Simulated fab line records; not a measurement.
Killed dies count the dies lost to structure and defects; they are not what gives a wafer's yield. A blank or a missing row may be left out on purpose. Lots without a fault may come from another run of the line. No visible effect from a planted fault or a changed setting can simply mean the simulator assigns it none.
fab line records -- flow n5Finfet
record lots=10, wafers=28, lastDay=17
route steps=1938 shown BEOL_M11@1575 MIM_TOP_ETCH@1853 PASSIVATION@1910
lots untouched by any fault: they come from a run of this same line in which no faults occurred
startH: the number of hours between the record's first day and the start of the first shown wafer of the lot -- waitH: hours since the lot's step before -- " as in the row above -- L1.1+2: a row that stands for several wafers -- - either no value or no given start -- * or withheld: withheld -- < > ~ a bound
route shown NAME@n: a module of which the file shows steps, and the number in the route of the first -- usual: mean/standard deviation of fault-free wafers -- same: alike in all rows -- chamber/n: place in a boat -- sites: the reading at each site -- _std_site: the standard deviation of these -- _edge_site: inner sites' mean taken away from outer sites' mean -- radiusMm: for every site, how far away it sits from the centre of the wafer -- mask NAME#n: copy n -- behind: the last tool/chamber to shape the wafer -- hold: the reason the lot was held/the length of the hold in hours/how it ended -- device: names the non-switching transistor (n, p or np) -- end of line: tests of these same wafers at the route's end -- where a step has no rows: the recipe by itself -- killed: count of dies lost to structure and defects at first sort (not the wafer's yield) -- map: a wafer's dies, marking killed ones x, the rest . and places with no die _
set.NAME: the run value of the setting; set.NAME@STEP: its run value at that earlier step -- model.NAME: the simulator's own value behind a step, which no gauge read
one table for each step of the route and one row for each wafer, over a sample of lots
services: from which hour (startH, from the record's first day; less than 0 if before it) a tool's chamber was out of use, for how many hours, and why
## steps
# step N5_BEOL_M11_VIA_ETCH_34
# recipe chemistry=C4F6/O2, target=SiCOH_lowk, targetDepthA=1845, maskMaterial=SOC, taperDeg=4, timeS=69.2, ionEnergyEv=250, pressureMtorr=30, sourceW=345, biasW=185, Ar_flow_sccm=300, C4F6_flow_sccm=10, O2_flow_sccm=10
# usual chamberPressureMTorr=30.00/0.035, drypumpMotorCurrentA=5.72/0.27, oesProductAu=0.76/0.083, rfVppV=667/13, showerheadPlenumPTorr=2.85/0.093, throttleValvePct=20.97/0.24
lot.wafer,tool,chamber,startH,waitH,chamberPressureMTorr,drypumpMotorCurrentA,oesProductAu,rfHoursCounterH,rfVppV,showerheadPlenumPTorr,throttleValvePct
L857.1,rieDiel-05,0,237.88,0.0,30.00,5.83,0.76,167,656,2.73,21.14
L857.2,rieDiel-05,3,237.88,0.0,30.04,6.10,0.86,33,690,3.01,21.03
L857.5,rieDiel-05,1,237.88,0.0,30.07,5.78,0.73,-,684,2.81,20.49
L856.2,rieDiel-03,0,238.15,0.0,29.98,5.41,0.70,218,677,2.81,21.05
L856.5,rieDiel-03,0,238.15,0.0,29.99,5.38,0.70,-,675,2.81,21.05
L856.6,rieDiel-03,3,238.15,0.0,29.99,5.26,0.73,-,653,2.84,21.09
L859.1,rieDiel-06,3,249.92,0.0,29.97,5.76,0.88,58,657,2.89,21.14
L859.2,rieDiel-06,1,249.92,0.0,30.03,5.91,0.73,192,677,2.94,21.01
L859.4,rieDiel-06,2,249.92,0.0,29.97,5.53,0.68,229,664,2.80,20.78
L860.2,rieDiel-03,0,253.38,0.0,30.01,5.38,0.70,224,675,2.80,21.04
L860.3,rieDiel-03,3,253.38,0.0,30.00,5.25,0.73,204,655,2.84,21.11
L860.6,rieDiel-03,3,253.38,0.0,30.02,5.23,0.73,-,654,2.84,21.11
L868.2,rieDiel-03,3,303.04,0.0,30.01,5.25,0.71,221,653,2.83,21.13
L868.4,rieDiel-03,0,303.04,0.0,29.95,5.40,0.69,239,677,2.80,21.06
L868.6,rieDiel-03,3,303.04,0.0,30.01,5.25,0.72,-,655,2.83,21.13
L869.2,rieDiel-03,2,304.91,0.0,30.03,5.60,0.87,35,674,3.02,20.82
L869.3,rieDiel-03,3,304.91,0.0,30.03,5.23,0.71,221,654,2.83,21.13
L869.6,rieDiel-03,2,304.91,0.0,30.01,5.58,0.86,-,675,3.02,20.82
L870.4,rieDiel-05,1,321.81,0.0,30.02,5.74,0.71,208,684,2.80,20.54
L870.6,rieDiel-05,1,321.81,0.0,29.98,5.76,0.71,-,685,2.80,20.53
L871.1,rieDiel-06,0,329.82,0.0,29.99,5.82,0.69,197,649,2.82,21.20
L871.2,rieDiel-06,1,329.82,0.0,30.01,5.92,0.70,219,676,2.93,21.06
L875.2,rieDiel-06,1,347.83,0.0,30.03,5.90,0.70,224,676,2.93,21.05
L875.3,rieDiel-06,0,347.83,0.0,29.99,5.83,0.69,202,645,2.82,21.20
L875.5,rieDiel-06,0,347.83,0.0,30.00,5.83,0.69,-,648,2.82,21.20
L877.3,rieDiel-06,2,358.95,0.0,30.03,5.53,0.96,8,663,2.78,20.38
L877.4,rieDiel-06,3,358.95,0.0,29.97,5.77,0.83,93,655,2.88,21.18
L877.6,rieDiel-06,3,358.95,0.0,29.99,5.79,0.84,-,655,2.87,21.19
# step N5_MIM_TOP_ETCH_PECVD_03
# recipe material=SiNx, targetThkA=200, tempC=400, precursor=SiH4/NH3/N2, pressureTorr=1.5, rfW=300, timeS=17.6
# usual heaterPowerOuterW=467/47, heaterPowerW=792/63, showerheadPlenumPTorr=5.13/0.069, throttleValvePct=39.3/1.6
lot.wafer,tool,chamber,startH,waitH,heaterPowerOuterW,heaterPowerW,showerheadPlenumPTorr,throttleValvePct
L857.1,pecvd-03,2,265.86,-,460,812,5.02,40.0
L857.2,pecvd-03,0,265.86,-,481,817,5.26,38.7
L857.5,pecvd-03,0,265.86,-,464,825,5.25,39.0
L856.2,pecvd-01,2,272.44,-,500,860,5.16,37.7
L856.5,pecvd-01,2,272.44,-,515,895,5.15,37.9
L856.6,pecvd-01,0,272.44,-,457,721,5.08,38.5
L859.1,pecvd-02,1,286.91,-,464,778,5.08,41.4
L859.2,pecvd-02,2,286.91,-,380,703,5.04,36.2
L859.4,pecvd-02,0,286.91,-,436,741,5.13,38.2
L860.2,pecvd-01,0,291.07,-,469,745,5.08,38.8
L860.3,pecvd-01,1,291.07,-,440,775,5.17,39.6
L860.6,pecvd-01,2,291.07,-,520,882,5.15,37.7
L868.2,pecvd-01,1,333.82,-,485,825,5.16,39.8
L868.4,pecvd-01,1,333.82,-,494,832,5.16,39.7
L868.6,pecvd-01,2,333.82,-,449,822,5.16,37.8
L869.2,pecvd-03,0,335.22,-,537,887,5.24,39.0
L869.3,pecvd-03,1,335.22,-,458,725,5.21,42.3
L869.6,pecvd-03,0,335.22,-,535,892,5.26,38.6
L870.4,pecvd-02,2,354.22,-,422,742,5.05,36.4
L870.6,pecvd-02,2,354.22,-,421,745,5.05,36.6
L871.1,pecvd-03,0,357.69,-,511,878,5.25,38.7
L871.2,pecvd-03,2,357.69,-,430,772,5.02,40.6
L875.2,pecvd-03,1,377.57,-,551,838,5.21,42.3
L875.3,pecvd-03,2,377.57,-,359,688,5.01,40.8
L875.5,pecvd-03,2,377.57,-,352,689,5.02,40.5
L877.3,pecvd-02,0,398.87,-,463,772,5.11,38.0
L877.4,pecvd-02,0,398.87,-,458,776,5.10,38.2
L877.6,pecvd-02,1,398.87,-,577,877,5.07,41.4
# step N5_PASSIVATION_ETCH_59
# recipe chemistry=Cl2/BCl3, target=TaN, targetDepthA=650, timeS=34.9, ionEnergyEv=100, pressureMtorr=10, icpW=900, biasW=100, Cl2_flow_sccm=60, bcl3FlowSccm=30
# usual chamberPressureMTorr=10.000/0.0089, drypumpMotorCurrentA=5.47/0.25, oesProductAu=0.79/0.082, throttleValvePct=21.31/0.21
lot.wafer,tool,chamber,startH,waitH,chamberPressureMTorr,drypumpMotorCurrentA,oesProductAu,rfHoursCounterH,throttleValvePct
L857.1,rieMetal-02,0,269.66,0.3,9.992,5.61,0.73,50,21.42
L857.2,rieMetal-02,1,269.66,0.3,10.002,5.08,0.89,15,21.43
L857.5,rieMetal-02,1,269.66,0.3,9.995,5.08,0.90,-,21.41
L856.2,rieMetal-01,0,277.37,0.3,9.992,5.43,0.66,97,21.59
L856.5,rieMetal-01,0,277.37,0.3,10.007,5.44,0.66,-,21.60
L856.6,rieMetal-01,1,277.37,0.3,9.986,5.35,0.79,-,20.88
L859.1,rieMetal-03,1,292.10,0.3,9.979,5.83,0.90,14,21.36
L859.2,rieMetal-03,0,292.10,0.3,10.003,5.46,0.79,43,21.18
L859.4,rieMetal-03,1,292.10,0.3,10.002,5.85,0.89,-,21.33
L860.2,rieMetal-03,0,295.94,0.3,9.989,5.46,0.79,43,21.20
L860.3,rieMetal-03,0,295.94,0.3,9.996,5.44,0.79,-,21.17
L860.6,rieMetal-03,1,295.94,0.3,10.002,5.85,0.88,-,21.39
L868.2,rieMetal-01,0,340.15,0.3,9.990,5.40,0.64,103,21.61
L868.4,rieMetal-01,0,340.15,0.3,9.998,5.43,0.65,-,21.63
L868.6,rieMetal-01,1,340.15,0.3,10.018,5.34,0.77,-,20.88
L869.2,rieMetal-02,1,340.22,0.3,9.983,5.07,0.87,21,21.43
L869.3,rieMetal-02,0,340.22,0.3,9.999,5.62,0.71,-,21.43
L869.6,rieMetal-02,0,340.22,0.3,10.010,5.62,0.71,-,21.42
L870.4,rieMetal-02,0,358.18,0.2,9.997,5.62,0.72,-,21.40
L870.6,rieMetal-02,1,358.18,0.2,9.993,5.06,0.87,-,21.41
L871.1,rieMetal-03,0,363.38,0.3,10.020,5.46,0.75,49,21.23
L871.2,rieMetal-03,1,363.38,0.3,9.974,5.83,0.85,20,21.39
L875.2,rieMetal-03,0,385.26,0.3,9.999,5.47,0.76,51,21.21
L875.3,rieMetal-03,1,385.26,0.3,9.998,5.87,0.84,-,21.40
L875.5,rieMetal-03,1,385.26,0.3,9.984,5.84,0.84,-,21.39
L877.3,rieMetal-02,0,405.44,0.2,10.000,5.65,0.70,-,21.44
L877.4,rieMetal-02,1,405.44,0.2,10.000,5.07,0.86,-,21.44
L877.6,rieMetal-02,0,405.44,0.2,10.003,5.63,0.71,-,21.44
# step N5_PASSIVATION_PASS_ETCH_47
# recipe chemistry=CF4/O2, target=SiNx, targetDepthA=7700, timeS=385, ionEnergyEv=100, pressureMtorr=40, sourceW=535, biasW=49, Ar_flow_sccm=100, cf4FlowSccm=100, O2_flow_sccm=10
# usual chamberPressureMTorr=40.00/0.034, drypumpMotorCurrentA=5.8/0.43, oesProductAu=0.83/0.068, rfVppV=241/3.6, showerheadPlenumPTorr=2.21/0.061, throttleValvePct=15.86/0.25
lot.wafer,tool,chamber,startH,waitH,chamberPressureMTorr,drypumpMotorCurrentA,oesProductAu,rfHoursCounterH,rfVppV,showerheadPlenumPTorr,throttleValvePct
L857.1,rieDiel-01,1,271.05,0.0,40.01,5.8,0.88,48,242,2.24,15.71
L857.2,rieDiel-01,3,271.05,0.0,40.01,5.6,0.76,158,245,2.21,16.26
L857.5,rieDiel-01,0,271.05,0.0,39.95,5.9,0.69,-,239,2.09,16.31
L856.2,rieDiel-04,0,278.78,0.0,39.96,5.9,0.85,58,236,2.23,15.37
L856.5,rieDiel-04,3,278.78,0.0,39.95,5.2,0.93,-,242,2.16,15.90
L856.6,rieDiel-04,0,278.78,0.0,40.02,5.9,0.85,-,236,2.23,15.37
L859.1,rieDiel-04,0,293.90,0.0,39.95,5.9,0.85,65,237,2.22,15.37
L859.2,rieDiel-04,2,293.90,0.0,39.96,5.4,0.92,20,239,2.27,15.85
L859.4,rieDiel-04,3,293.90,0.0,39.96,5.2,0.91,17,241,2.16,15.92
L860.2,rieDiel-04,0,297.29,0.0,39.98,5.9,0.84,66,236,2.22,15.38
L860.3,rieDiel-04,1,297.29,0.0,39.99,6.6,0.79,108,236,2.13,15.86
L860.6,rieDiel-04,0,297.29,0.0,40.02,5.9,0.84,-,237,2.22,15.38
L868.2,rieDiel-01,3,341.64,0.0,40.09,5.6,0.75,183,246,2.21,16.31
L868.4,rieDiel-01,0,341.64,0.0,39.96,5.9,0.93,10,244,2.34,15.85
L868.6,rieDiel-01,0,341.64,0.0,39.98,5.9,0.93,-,243,2.34,15.84
L869.2,rieDiel-04,2,341.89,0.0,40.02,5.4,0.89,36,241,2.26,15.87
L869.3,rieDiel-04,0,341.89,0.0,39.98,5.8,0.82,83,238,2.22,15.41
L869.6,rieDiel-04,3,341.89,0.0,39.94,5.2,0.88,-,242,2.15,15.96
L870.4,rieDiel-04,2,359.44,0.0,40.01,5.4,0.88,41,239,2.26,15.87
L870.6,rieDiel-04,0,359.44,0.0,40.00,5.8,0.82,-,237,2.22,15.42
L871.1,rieDiel-04,2,364.98,0.0,40.01,5.4,0.88,43,239,2.26,15.90
L871.2,rieDiel-04,1,364.98,0.0,39.96,6.6,0.75,131,237,2.12,15.89
L875.2,rieDiel-01,3,387.03,0.0,39.99,5.6,0.73,200,244,2.20,16.33
L875.3,rieDiel-01,2,387.03,0.0,40.02,6.5,0.83,79,247,2.23,15.69
L875.5,rieDiel-01,0,387.03,0.0,39.99,5.9,0.89,-,243,2.34,15.89
L877.3,rieDiel-04,2,407.23,0.0,39.97,5.4,0.86,59,239,2.25,15.92
L877.4,rieDiel-04,1,407.23,0.0,40.01,6.6,0.76,-,236,2.11,15.92
L877.6,rieDiel-04,3,407.23,0.0,39.92,5.2,0.84,-,243,2.15,16.01
# step N5_PASSIVATION_PROBE_49
# usual defectLimitedYield=91.1/1.4, killed_at_M0_to_M3=33/9.1, killed_at_M4_up=14/5.6, killedAtContacts=13/5.7, killedAtFrontEnd=42/12, killedAtOther=4/3, killedDies=105/16, killedOnRim=13/4, killedOpen=69/11, killedShort=34/7.5, sort_bin_5_function=5.2/0.91, sort_bin_6_memory=3.3/0.64, sort_bin_8_speed=0.0/0.37, sortNPass=1075/16, sortYieldPct=91.1/1.4
# same grossDies=1180, killedAtBackSide=0, sort_bin_4_leakage[%]=0
lot.wafer,tool,chamber,startH,waitH,defectLimitedYield[%],killed_at_M0_to_M3,killed_at_M4_up,killedAtContacts,killedAtFrontEnd,killedAtOther,killedDies,killedOnRim,killedOpen,killedShort,sort_bin_5_function[%],sort_bin_6_memory[%],sort_bin_8_speed[%],sortNPass,sortYieldPct[%]
L857.1,prober-01,-,274.06,0.0,88.2,60,13,15,51,0,139,21,90,48,7.0,4.5,0,1041,88.2
L857.2,prober-01,-,274.11,0.1,90.8,50,12,5,40,1,108,8,67,40,5.4,3.2,0,1072,90.8
L857.5,prober-01,-,274.26,0.2,90.3,46,10,16,39,4,115,18,71,39,5.2,4.2,0,1065,90.3
L856.2,prober-02,-,281.85,0.1,90.8,31,15,31,26,5,108,11,73,33,5.6,3.5,0,1072,90.8
L856.5,prober-02,-,282.00,0.2,92.6,26,21,11,24,5,87,15,59,23,4.3,3.0,0,1093,92.6
L856.6,prober-02,-,282.05,0.3,92.0,25,24,11,29,5,94,17,64,30,4.8,2.9,0,1086,92.0
L868.2,prober-01,-,344.75,0.1,80.5,25,121,18,61,5,230,33,77,39,11.8,4.4,0.1,949,80.4
L868.4,prober-01,-,344.85,0.2,86.7,31,52,28,44,2,157,34,86,25,7.9,4.1,0,1023,86.7
L868.6,prober-01,-,344.95,0.3,80.2,24,126,24,59,1,234,32,87,34,12.3,4.3,0,946,80.2
L869.2,prober-02,-,346.04,0.1,85.6,26,89,3,51,1,170,33,74,30,7.9,4.5,0,1010,85.6
L869.3,prober-02,-,346.09,0.1,84.1,36,111,11,29,1,188,31,61,27,9.7,3.1,0,992,84.1
L869.6,prober-02,-,346.24,0.3,87.6,25,77,9,35,0,146,33,67,21,6.6,3.6,0,1034,87.6
L870.4,prober-02,-,362.59,0.2,91.2,27,8,11,56,2,104,15,64,40,4.7,3.7,0,1076,91.2
L870.6,prober-02,-,362.69,0.3,89.2,49,16,18,40,5,128,22,90,38,6.6,4.0,0,1052,89.2
L877.3,prober-01,-,410.74,0.1,89.2,23,13,17,65,10,128,16,79,42,6.4,3.9,0,1052,89.2
L877.4,prober-01,-,410.79,0.2,90.7,31,8,17,48,6,110,12,67,39,5.1,3.6,0,1070,90.7
L877.6,prober-01,-,410.89,0.3,91.0,31,9,12,50,4,106,12,65,37,4.9,3.8,0,1074,91.0
# killed by level:class
L857.1 FIN_SAQP:geometricParticle:short=16 BEOL_M3:geometricParticle:open=15 BEOL_M1:geometricParticle:open=13 BEOL_M0_SAQP:geometricParticle:open=11 FIN_SAQP:geometricParticle:open=10 MOL_CONTACT_COAG:geometricParticle:open=9 BEOL_M2:geometricParticle:open=7 MOL_CONTACT_COAG:geometricParticle:short=5
L857.2 BEOL_M1:geometricParticle:open=17 FIN_SAQP:geometricParticle:short=12 BEOL_M3:geometricParticle:open=8 BEOL_M4:geometricParticle:open=8 FIN_SAQP:geometricParticle:open=6 GATE_CUT:geometricParticle:short=6 MOL_CONTACT_COAG:geometricParticle:open=5 BEOL_M1:geometricParticle:short=5
L857.5 BEOL_M1:geometricParticle:open=14 STI_FIN_REVEAL:geometricParticle:open=11 MOL_CONTACT_COAG:geometricParticle:open=11 BEOL_M0_SAQP:geometricParticle:short=8 BEOL_M0_SAQP:geometricParticle:open=6 BEOL_M1:geometricParticle:short=6 BEOL_M4:geometricParticle:open=5 GATE_CUT:geometricParticle:short=5
L856.2 MOL_CONTACT_COAG:geometricParticle:open=23 BEOL_M3:geometricParticle:open=8 MOL_CONTACT_COAG:geometricParticle:short=7 BEOL_M2:geometricParticle:open=6 BEOL_M5:geometricParticle:open=6 GATE_CUT:geometricParticle:short=5 BEOL_M0_SAQP:geometricParticle:open=5 BEOL_M4:geometricParticle:open=4
L856.5 BEOL_M4:geometricParticle:open=11 MOL_CONTACT_COAG:geometricParticle:open=10 BEOL_M3:geometricParticle:open=10 FIN_SAQP:geometricParticle:short=5 FIN_SAQP:geometricParticle:open=4 GATE_CUT:geometricParticle:short=4 BEOL_M1:geometricParticle:open=4 BEOL_M3:geometricParticle:short=3
L856.6 BEOL_M3:geometricParticle:open=14 MOL_CONTACT_COAG:geometricParticle:open=10 FIN_SAQP:geometricParticle:short=5 GATE_CUT:geometricParticle:short=5 BEOL_M2:geometricParticle:open=5 BEOL_M4:geometricParticle:short=5 STARTING-WAFER:geometricParticle:open=5 FIN_SAQP:geometricParticle:open=4
L868.2 BEOL_M11:unspecified=113 STI_FIN_REVEAL:geometricParticle:open=19 FIN_SAQP:geometricParticle:open=14 MOL_CONTACT_COAG:geometricParticle:open=13 BEOL_M3:geometricParticle:open=11 STI_FIN_REVEAL:geometricParticle:short=8 FIN_SAQP:geometricParticle:short=5 GATE_CUT:geometricParticle:short=5
L868.4 BEOL_M11:unspecified=46 MOL_CONTACT_COAG:geometricParticle:open=20 STI_FIN_REVEAL:geometricParticle:open=17 BEOL_M3:geometricParticle:open=15 FIN_SAQP:geometricParticle:open=10 MOL_CONTACT_COAG:geometricParticle:short=8 DUMMY_GATE:geometricParticle:open=5 BEOL_M0_SAQP:geometricParticle:short=5
L868.6 BEOL_M11:unspecified=112 STI_FIN_REVEAL:geometricParticle:open=22 MOL_CONTACT_COAG:geometricParticle:open=17 FIN_SAQP:geometricParticle:short=13 FIN_SAQP:geometricParticle:open=8 BEOL_M4:geometricParticle:open=8 BEOL_M3:geometricParticle:open=7 MOL_CONTACT_COAG:geometricParticle:short=7
L869.2 BEOL_M11:unspecified=65 STI_FIN_REVEAL:geometricParticle:open=18 BEOL_M2:geometricParticle:open=10 BEOL_M4:geometricParticle:open=10 FIN_SAQP:geometricParticle:short=6 FIN_SAQP:geometricParticle:open=6 GATE_CUT:geometricParticle:short=6 BEOL_M0_SAQP:geometricParticle:short=5
L869.3 BEOL_M11:unspecified=99 MOL_CONTACT_COAG:geometricParticle:open=8 BEOL_M0_SAQP:geometricParticle:open=8 BEOL_M0_SAQP:geometricParticle:short=8 GATE_CUT:geometricParticle:short=5 BEOL_M1:geometricParticle:open=5 BEOL_M6:geometricParticle:open=5 FIN_SAQP:geometricParticle:short=4
L869.6 BEOL_M11:unspecified=57 STI_FIN_REVEAL:geometricParticle:open=20 MOL_CONTACT_COAG:geometricParticle:open=8 BEOL_M4:geometricParticle:open=8 BEOL_M3:geometricParticle:open=5 BEOL_M0_SAQP:geometricParticle:open=5 BEOL_M5:geometricParticle:open=5 STI_FIN_REVEAL:geometricParticle:short=4
L870.4 FIN_SAQP:geometricParticle:open=12 FIN_SAQP:geometricParticle:short=12 MOL_CONTACT_COAG:geometricParticle:open=9 DUMMY_GATE:geometricParticle:open=6 BEOL_M1:geometricParticle:open=6 STI_FIN_REVEAL:geometricParticle:open=5 BEOL_M0_SAQP:geometricParticle:open=4 STARTING-WAFER:geometricParticle:open=4
L870.6 BEOL_M2:geometricParticle:open=19 MOL_CONTACT_COAG:geometricParticle:open=14 BEOL_M4:geometricParticle:open=10 GATE_CUT:geometricParticle:short=8 BEOL_M0_SAQP:geometricParticle:open=8 BEOL_M3:geometricParticle:open=8 FIN_SAQP:geometricParticle:open=6 BEOL_M2:geometricParticle:short=6
L877.3 STI_FIN_REVEAL:geometricParticle:open=17 FIN_SAQP:geometricParticle:short=16 FIN_SAQP:geometricParticle:open=13 MOL_CONTACT_COAG:geometricParticle:open=13 BEOL_M4:geometricParticle:open=7 MIM_TOP:geometricParticle:open=5 STI_FIN_REVEAL:geometricParticle:short=4 BEOL_M3:geometricParticle:open=4
L877.4 MOL_CONTACT_COAG:geometricParticle:open=12 FIN_SAQP:geometricParticle:open=10 FIN_SAQP:geometricParticle:short=9 STI_FIN_REVEAL:geometricParticle:open=9 BEOL_M0_SAQP:geometricParticle:open=6 BEOL_M2:geometricParticle:short=5 ILD0:geometricParticle:short=5 BEOL_M1:geometricParticle:open=5
L877.6 FIN_SAQP:geometricParticle:open=14 FIN_SAQP:geometricParticle:short=12 MOL_CONTACT_COAG:geometricParticle:open=10 BEOL_M1:geometricParticle:open=8 BEOL_M2:geometricParticle:open=6 STI_FIN_REVEAL:geometricParticle:open=5 STI_FIN_REVEAL:geometricParticle:short=4 BEOL_M4:geometricParticle:open=4
## services
tool,chamber,startH,hours,kind
rieDiel-03,2,214.25,38.8,repair
pecvd-01,1,216.41,5.0,repair
rieDiel-04,2,220.67,-,clean
rieDiel-04,2,220.67,-,consumableReplace:focusRing
pecvd-03,-,254.60,0.9,repair
rieDiel-04,2,265.77,9.3,repair
rieDiel-06,0,270.40,9.1,repair
rieDiel-05,2,270.47,12.0,repair
rieMetal-03,-,272.56,2.8,pm
pecvd-03,1,308.67,4.0,repair
rieDiel-05,3,312.55,6.6,repair
rieDiel-05,2,317.23,1.2,repair
pecvd-02,-,317.75,2.8,pm
pecvd-03,-,321.24,0.5,repair
rieDiel-03,2,331.22,2.2,repair
pecvd-01,0,334.50,3.8,repair
pecvd-02,0,345.35,15.8,repair
pecvd-02,-,358.11,0.8,pm
pecvd-02,2,371.32,13.7,repair
rieMetal-02,0,375.75,9.6,repair
pecvd-02,1,377.27,4.2,repair
pecvd-03,-,383.35,5.9,repair
rieDiel-06,-,392.00,1.8,repair
rieMetal-01,-,396.49,0.8,repair
## key
firstSign step=N5_PASSIVATION_PROBE_49, reading=killed_at_M4_up, direction=up, sigmas=15, usual=14, struck=96
effect step=N5_PASSIVATION_PROBE_49, reading=defectLimitedYield, direction=down, sigmas=5.1, usual=91.1, struck=84.1
moreKillsBornAt N5_BEOL_M11_VIA_ETCH_34@rieDiel-03=492
metAt N5_BEOL_M11_VIA_ETCH_34
struckLots L868,L869
notActingAt N5_MIM_TOP_ETCH_PECVD_03,N5_PASSIVATION_ETCH_59,N5_PASSIVATION_PASS_ETCH_47
onsetBetween 253.38 303.04
fault kind=chamberParticleSource, tool=rieDiel-03, chamber=-, onsetH=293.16, steps=N5_BEOL_M11_VIA_ETCH_34, ratePerVisitCm2=1.7557, endH=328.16
